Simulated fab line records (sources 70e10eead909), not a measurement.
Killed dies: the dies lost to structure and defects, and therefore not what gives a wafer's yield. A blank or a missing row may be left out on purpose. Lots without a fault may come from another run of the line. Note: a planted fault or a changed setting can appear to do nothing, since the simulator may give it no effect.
fab line records + flow nandHarc
record:
- lots: 6
- wafers: 18
- lastDay: 34
route steps=1302 shown P_M1@305 P_M2@318
lots with no fault: from the same line, run without faults
startH: the number of hours between the record's first day and the start of the first shown wafer of the lot + waitH: how many hours have passed since the lot's step before this one + " repeats the value in the row above + L1.1+2: a single row standing in for several wafers + - value missing, or start not given + * or withheld: withheld + < > ~ a bound
route shown NAME@n: a module of which the file shows steps, and the number in the route of the first + usual: mean/standard deviation of fault-free wafers + same: alike in all rows + chamber/n: place in a boat + sites: per-site readings + _std_site: standard deviation across them + _edge_site: outer sites' mean less inner sites' + radiusMm: for every site, how far away it sits from the centre of the wafer + mask NAME#n: copy n + behind: the most recent tool/chamber to have shaped the wafer + hold: cause of the lot's hold/its duration in hours/its outcome + device: transistor that didn't switch, given as n, p or np + end of line: the tests these same wafers got at the end of their route + a step with no rows: only its recipe + killed: not the wafer's yield, but the dies lost to structure and defects at the first sort + map: dies across one wafer; x = killed, . = not, _ = none there
set.NAME: the setting that was run; set.NAME@STEP: the one run at that earlier step + model.NAME: the simulator's own value behind a step, which no gauge read
a table for each step, a row for each wafer; lots at some steps of the route
services: when a tool's chamber went out of use (startH, in hours from the record's first day, below 0 if earlier), for how many hours, and the reason
== steps ==
step: NHARC_P_M1_DEGAS_29
recipe:
- tempC: 250
- timeS: 60
usual:
- heaterPowerW: 336/38
| lot.wafer | tool          | chamber | startH | waitH | heaterPowerW |
|-----------|---------------|---------|--------|-------|--------------|
| L752.1    | pvdSputter-02 | -       | 163.94 | -     | 311          |
| L752.4    | "             | -       | "      | "     | 308          |
| L752.6    | "             | -       | "      | "     | 305          |
| L754.3    | pvdSputter-02 | -       | 178.92 | -     | 342          |
| L754.6    | "             | -       | "      | "     | 303          |
| L754.5    | "             | -       | "      | "     | 307          |
| L763.1    | pvdSputter-01 | -       | 272.02 | -     | 272          |
| L763.2    | "             | -       | "      | "     | 337          |
| L763.5    | "             | -       | "      | "     | 271          |
| L765.4    | pvdSputter-03 | -       | 291.18 | -     | 407          |
| L765.6    | "             | -       | "      | "     | 404          |
| L765.5    | "             | -       | "      | "     | 389          |
| L769.4    | pvdSputter-01 | -       | 333.73 | -     | 366          |
| L769.2    | "             | -       | "      | "     | 266          |
| L769.6    | "             | -       | "      | "     | 321          |
| L772.4    | pvdSputter-03 | -       | 364.29 | -     | 357          |
| L772.3    | "             | -       | "      | "     | 437          |
| L772.1    | "             | -       | "      | "     | 372          |
step: NHARC_P_M1_PRE_CLEAN_30
recipe:
- timeS: 30
- tempC: 280
- gas: H2/He
usual:
- heaterPowerW: 413/46
| lot.wafer | tool          | chamber | startH | waitH | heaterPowerW |
|-----------|---------------|---------|--------|-------|--------------|
| L752.4    | pvdSputter-02 | -       | -      | -     | 470          |
| L752.1    | "             | -       | "      | "     | 382          |
| L752.6    | "             | -       | "      | "     | 429          |
| L754.3    | pvdSputter-02 | -       | -      | -     | 462          |
| L754.6    | "             | -       | "      | "     | 374          |
| L754.5    | "             | -       | "      | "     | 437          |
| L763.2    | pvdSputter-01 | -       | -      | -     | 398          |
| L763.1    | "             | -       | "      | "     | 409          |
| L763.5    | "             | -       | "      | "     | 418          |
| L765.4    | pvdSputter-03 | -       | -      | -     | 425          |
| L765.5    | "             | -       | "      | "     | 517          |
| L765.6    | "             | -       | "      | "     | 457          |
| L769.4    | pvdSputter-01 | -       | -      | -     | 329          |
| L769.2    | "             | -       | "      | "     | 435          |
| L769.6    | "             | -       | "      | "     | 328          |
| L772.1    | pvdSputter-03 | -       | -      | -     | 404          |
| L772.3    | "             | -       | "      | "     | 542          |
| L772.4    | "             | -       | "      | "     | 460          |
step: NHARC_P_M1_PVD_20
recipe:
- targetThkA: 50
- biasV: 168.6
- powerW: 15000
- chamberPressurePa: 0.12
- timeS: 8.06
- substrateTempC: 50
- material: TaN
usual:
- biasV: 168.7/1.7
- throttleValvePct: 30.4/0.97
| lot.wafer | tool          | chamber | startH | waitH | biasV | throttleValvePct |
|-----------|---------------|---------|--------|-------|-------|------------------|
| L752.1    | pvdSputter-02 | -       | -      | -     | 168.5 | 30.8             |
| L752.4    | "             | -       | "      | "     | 167.7 | 29.7             |
| L752.6    | "             | -       | "      | "     | 171.0 | 32.2             |
| L754.3    | pvdSputter-02 | -       | -      | -     | 170.6 | 29.7             |
| L754.6    | "             | -       | "      | "     | 169.0 | 30.7             |
| L754.5    | "             | -       | "      | "     | 167.3 | 31.9             |
| L763.1    | pvdSputter-01 | -       | -      | -     | 168.9 | 29.2             |
| L763.2    | "             | -       | "      | "     | 167.8 | 29.4             |
| L763.5    | "             | -       | "      | "     | 166.4 | 29.4             |
| L765.4    | pvdSputter-03 | -       | -      | -     | 167.2 | 29.4             |
| L765.5    | "             | -       | "      | "     | 168.6 | 31.0             |
| L765.6    | "             | -       | "      | "     | 167.8 | 31.2             |
| L769.4    | pvdSputter-01 | -       | -      | -     | 170.1 | 30.5             |
| L769.2    | "             | -       | "      | "     | 171.3 | 29.3             |
| L769.6    | "             | -       | "      | "     | 166.0 | 29.4             |
| L772.4    | pvdSputter-03 | -       | -      | -     | 165.9 | 31.2             |
| L772.3    | "             | -       | "      | "     | 167.9 | 31.8             |
| L772.1    | "             | -       | "      | "     | 170.1 | 29.8             |
step: NHARC_P_M1_PVD_21
recipe:
- targetThkA: 300
- chamberPressurePa: 5
- powerW: 5000
- substrateTempC: 30
- timeS: 20.49
- material: Cu
step: NHARC_P_M1_ECD_22
recipe:
- targetThkA: 4000
- bathTempC: 25
- material: Cu
step: NHARC_P_M1_ANNEAL_31
recipe:
- tempC: 225
- timeS: 90
step: NHARC_P_M1_CMP_23
recipe:
- tOverpolishS: 20
- targetThkNm: 157.82
usual:
- motorCurrentA: 11.6/1.2
- padLifeWafers: 162/110
- timeToEndpointS: 28/3.5
| lot.wafer | tool   | chamber | startH | waitH | motorCurrentA | padLifeWafers | timeToEndpointS |
|-----------|--------|---------|--------|-------|---------------|---------------|-----------------|
| L752.4    | cmp-01 | 0       | 165.04 | -     | 10.6          | 276           | 29              |
| L752.1    | "      | 1       | "      | "     | 10.9          | 277           | 25              |
| L752.6    | "      | 0       | "      | "     | 11.1          | -             | 28              |
| L754.3    | cmp-02 | 1       | 180.01 | -     | 10.8          | 145           | 31              |
| L754.6    | "      | 0       | "      | "     | 15.7          | -             | 33              |
| L754.5    | "      | 1       | "      | "     | 11.2          | -             | 31              |
| L763.1    | cmp-02 | 2       | 273.17 | -     | 11.5          | 122           | 27              |
| L763.2    | "      | 3       | "      | "     | 11.7          | 123           | 32              |
| L763.5    | "      | 0       | "      | "     | 14.7          | -             | 31              |
| L765.4    | cmp-01 | 1       | 292.26 | -     | 11.0          | 6             | 24              |
| L765.5    | "      | 1       | "      | "     | 10.5          | -             | 25              |
| L765.6    | "      | 2       | "      | "     | 11.0          | -             | 16              |
| L769.2    | cmp-02 | 1       | 334.83 | -     | 11.1          | 1             | 30              |
| L769.4    | "      | 2       | "      | "     | 10.8          | 2             | 25              |
| L769.6    | "      | 1       | "      | "     | 10.6          | -             | 30              |
| L772.4    | cmp-03 | 3       | 365.36 | -     | 12.4          | 366           | 31              |
| L772.3    | "      | 0       | "      | "     | 10.7          | 367           | 31              |
| L772.1    | "      | 2       | "      | "     | 10.3          | 369           | 28              |
step: NHARC_P_M1_THK_MEAS_24
recipe:
- thkMeasGauge: xrf
usual:
- thkNm: 157.9/1.7
| lot.wafer | tool         | chamber | startH | waitH | thkNm |
|-----------|--------------|---------|--------|-------|-------|
| L752.1    | filmMetro-02 | -       | 165.36 | -     | 154.9 |
| L752.4    | "            | -       | "      | "     | 159.8 |
| L752.6    | "            | -       | "      | "     | 158.8 |
| L754.3    | filmMetro-01 | -       | 180.31 | -     | 161.0 |
| L754.5    | "            | -       | "      | "     | 159.6 |
| L754.6    | "            | -       | "      | "     | 159.5 |
| L763.1    | filmMetro-01 | -       | 273.43 | -     | 160.1 |
| L763.2    | "            | -       | "      | "     | 158.5 |
| L763.5    | "            | -       | "      | "     | 161.9 |
| L765.4    | filmMetro-02 | -       | 292.57 | -     | 156.9 |
| L765.5    | "            | -       | "      | "     | 157.1 |
| L765.6    | "            | -       | "      | "     | 154.5 |
| L769.2    | filmMetro-02 | -       | 335.11 | -     | 157.1 |
| L769.4    | "            | -       | "      | "     | 156.5 |
| L769.6    | "            | -       | "      | "     | 158.5 |
| L772.1    | filmMetro-02 | -       | 365.67 | -     | 158.5 |
| L772.3    | "            | -       | "      | "     | 156.5 |
| L772.4    | "            | -       | "      | "     | 158.1 |
step: NHARC_P_M1_SRD_25
step: NHARC_P_M1_INSPECT_27
usual:
- rawDefectCount: 323/120
| lot.wafer | tool             | chamber | startH | waitH | rawDefectCount |
|-----------|------------------|---------|--------|-------|----------------|
| L752.1    | defectInspect-01 | -       | 165.52 | 0.0   | 312            |
| L752.4    | "                | -       | "      | "     | 503            |
| L752.6    | "                | -       | "      | "     | 363            |
| L754.3    | defectInspect-01 | -       | 180.46 | 0.0   | 375            |
| L754.5    | "                | -       | "      | "     | 271            |
| L754.6    | "                | -       | "      | "     | 321            |
| L763.1    | defectInspect-01 | -       | 273.58 | 0.0   | 591            |
| L763.2    | "                | -       | "      | "     | 268            |
| L763.5    | "                | -       | "      | "     | 311            |
| L765.4    | defectInspect-01 | -       | 292.73 | 0.0   | 329            |
| L765.5    | "                | -       | "      | "     | 226            |
| L765.6    | "                | -       | "      | "     | 372            |
| L769.2    | defectInspect-02 | -       | 335.27 | 0.0   | 279            |
| L769.4    | "                | -       | "      | "     | 308            |
| L769.6    | "                | -       | "      | "     | 304            |
| L772.1    | defectInspect-01 | -       | 365.83 | 0.0   | 285            |
| L772.3    | "                | -       | "      | "     | 551            |
| L772.4    | "                | -       | "      | "     | 315            |
step: NHARC_P_M1_PRE_CLEAN_32
recipe:
- timeS: 12
- tempC: 370
- rfPowerW: 300
- gas: NH3
usual:
- heaterPowerOuterW: 368/46
- heaterPowerW: 625/64
| lot.wafer | tool     | chamber | startH | waitH | heaterPowerOuterW | heaterPowerW |
|-----------|----------|---------|--------|-------|-------------------|--------------|
| L752.1    | pecvd-04 | 2       | 165.60 | 0.1   | 333               | 598          |
| L752.6    | "        | 2       | "      | "     | 343               | 597          |
| L752.4    | "        | 0       | "      | "     | 464               | 756          |
| L754.3    | pecvd-01 | 2       | 180.59 | 0.1   | 333               | 589          |
| L754.5    | "        | 0       | "      | "     | 457               | 730          |
| L754.6    | "        | 2       | "      | "     | 338               | 607          |
| L763.2    | pecvd-01 | 2       | 273.67 | 0.1   | 313               | 560          |
| L763.1    | "        | 0       | "      | "     | 399               | 627          |
| L763.5    | "        | 1       | "      | "     | 313               | 582          |
| L765.4    | pecvd-03 | 2       | 292.84 | 0.1   | 376               | 631          |
| L765.6    | "        | 0       | "      | "     | 399               | 701          |
| L765.5    | "        | 1       | "      | "     | 316               | 538          |
| L769.2    | pecvd-04 | 0       | 335.33 | 0.1   | 424               | 699          |
| L769.6    | "        | 1       | "      | "     | 328               | 536          |
| L769.4    | "        | 2       | "      | "     | 369               | 626          |
| L772.3    | pecvd-03 | 0       | 365.91 | 0.1   | 367               | 661          |
| L772.1    | "        | 1       | "      | "     | 336               | 593          |
| L772.4    | "        | 1       | "      | "     | 333               | 603          |
step: NHARC_P_M1_DEP_33
recipe:
- targetThkA: 300
- tempC: 370
- targetThkNm: 30
- pressureTorr: 3
- flowSccm: 200
- rfW: 450
- material: SiCN
usual:
- chamberPressureTorr: 3.000/0.0071
- heaterPowerOuterW: 331/49
- heaterPowerW: 577/69
| lot.wafer | tool     | chamber | startH | waitH | chamberPressureTorr | heaterPowerOuterW | heaterPowerW |
|-----------|----------|---------|--------|-------|---------------------|-------------------|--------------|
| L752.1    | pecvd-04 | 2       | 165.71 | 0.1   | -                   | -                 | -            |
| L752.6    | "        | 2       | "      | "     | -                   | -                 | -            |
| L752.4    | "        | 0       | "      | "     | -                   | -                 | -            |
| L754.3    | pecvd-01 | 2       | 180.84 | 0.2   | -                   | -                 | -            |
| L754.5    | "        | 0       | "      | "     | -                   | -                 | -            |
| L754.6    | "        | 2       | "      | "     | -                   | -                 | -            |
| L763.2    | pecvd-01 | 2       | 273.77 | 0.1   | 3.000               | 261               | 480          |
| L763.1    | "        | 0       | "      | "     | 2.989               | 427               | 673          |
| L763.5    | "        | 1       | "      | "     | 2.995               | 344               | 610          |
| L765.4    | pecvd-03 | 2       | 293.01 | 0.2   | 2.994               | 365               | 618          |
| L765.6    | "        | 0       | "      | "     | 3.005               | 333               | 617          |
| L765.5    | "        | 1       | "      | "     | 3.001               | 284               | 528          |
| L769.2    | pecvd-04 | 0       | 335.41 | 0.1   | 2.990               | 412               | 705          |
| L769.6    | "        | 1       | "      | "     | 2.984               | 269               | 489          |
| L769.4    | "        | 2       | "      | "     | 2.992               | 347               | 601          |
| L772.3    | pecvd-03 | 0       | 366.02 | 0.1   | 3.003               | 346               | 629          |
| L772.1    | "        | 1       | "      | "     | 3.001               | 329               | 588          |
| L772.4    | "        | 1       | "      | "     | 3.001               | 335               | 580          |
step: NHARC_P_M2_DEP_00
recipe:
- targetThkA: 1825
- targetThkNm: 182.5
- tempC: withheld
- pressureTorr: 5
- flowSccm: 200
- rfW: 600
- material: SiOC
== services ==
| tool          | chamber | startH | hours | kind   |
|---------------|---------|--------|-------|--------|
| pvdSputter-03 | -       | 141.66 | 11.8  | repair |
| pecvd-01      | -       | 142.00 | 2.7   | repair |
| cmp-01        | -       | 143.32 | 2.1   | repair |
| pecvd-04      | 0       | 151.75 | 6.0   | repair |
| pecvd-01      | 1       | 159.98 | 32.9  | repair |
| pvdSputter-03 | -       | 170.00 | 10.0  | pm     |
| pecvd-03      | -       | 185.00 | 13.0  | pm     |
| pvdSputter-02 | -       | 195.39 | 2.0   | repair |
| pecvd-01      | 1       | 201.88 | 6.4   | repair |
| pvdSputter-02 | -       | 217.84 | 1.8   | repair |
| pvdSputter-02 | -       | 220.78 | 1.4   | repair |
| pvdSputter-01 | -       | 226.04 | 10.0  | pm     |
| pvdSputter-02 | -       | 229.21 | 1.2   | repair |
| cmp-02        | -       | 232.59 | 4.0   | pm     |
| pvdSputter-03 | -       | 250.41 | 9.1   | repair |
| pecvd-01      | -       | 255.51 | 1.1   | repair |
| cmp-02        | -       | 258.34 | 2.0   | repair |
| pecvd-04      | -       | 269.00 | 13.0  | pm     |
| pvdSputter-02 | -       | 271.34 | 6.3   | repair |
| pvdSputter-02 | -       | 282.00 | 10.0  | pm     |
| pecvd-01      | -       | 311.00 | 13.0  | pm     |
| cmp-02        | -       | 330.59 | 4.0   | pm     |
| pvdSputter-03 | -       | 348.00 | 10.0  | pm     |
| pecvd-01      | 0       | 362.57 | 9.0   | repair |
== key ==
firstSign:
- step: NHARC_P_M1_DEP_33
- reading: toolRecord
- direction: missing
effect none on later readings
metAt NHARC_P_M1_DEP_33
struckWafers L752.1,L752.4,L752.6,L754.3,L754.5,L754.6
sortLeftOut L752.1,L752.4,L752.6,L754.3,L754.5,L754.6
fault:
- kind: skippedStepWhole
- tool: pecvd-01,pecvd-04
- chamber: -
- onsetH: 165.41
- steps: NHARC_P_M1_DEP_33
- scope: struckLotsOnly
sortLeftOut: the simulated sort isn't trusted on such a fault, so these wafers' sort isn't shown, and their yield isn't known
